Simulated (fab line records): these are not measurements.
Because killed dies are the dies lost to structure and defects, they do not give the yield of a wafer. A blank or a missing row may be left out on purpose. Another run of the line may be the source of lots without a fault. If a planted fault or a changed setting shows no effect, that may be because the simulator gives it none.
Chamber matching | flow nand_harc | rie_si-04 running NHARC_A_WL_FILL_ETCHBACK_26: 4 sister chambers
The step etches the open film in HBr, target depth 52 nm, time 13.3 s. 4 wafers are shown with their chamber, then 7 later ones without.

## WAFERS WITH THEIR CHAMBER
wafer  | chamber | drypump_motor_current_A (A)
L927.4 | 1       | 5.3
L933.3 | 0       | 6.2
L935.1 | 3       | 6.6
L935.5 | 2       | 5.2

## WAFERS WHOSE CHAMBER IS MISSING
wafer  | drypump_motor_current_A (A)
L935.6 | 5.4
L940.3 | 5.3
L940.4 | 5.3
L940.6 | 5.3
L948.1 | 5.2
L948.5 | 6.3
L948.6 | 6.6

## EACH ONE'S CHAMBER
wafer  | from the rows above     | in truth
L935.6 | can't be placed: 1 or 2 | 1
L940.3 | can't be placed: 1 or 2 | 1
L940.4 | can't be placed: 1 or 2 | 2
L940.6 | can't be placed: 1 or 2 | 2
L948.1 | can't be placed: 2 or 1 | 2
L948.5 | 0                       | 0
L948.6 | 3                       | 3
Correct placement for 2 of the 7. Unplaceable from these rows: 5, with the true chamber sitting among the candidates in 5. Number placed wrongly: 0.
How it was worked out, from the rows above alone: a wafer's distance from a chamber is the root of the sum, over the readings, of the square of ((its reading less the chamber's mean) divided by the reading's scatter). If the next closest chamber is less than 2 further off than the closest, the wafer can't be placed; otherwise it belongs to the closest. The mean given for a chamber averages the wafers shown for that chamber. The scatter: root of mean squared gap, hidden wafer to nearest shown wafer, with one shown wafer a chamber.
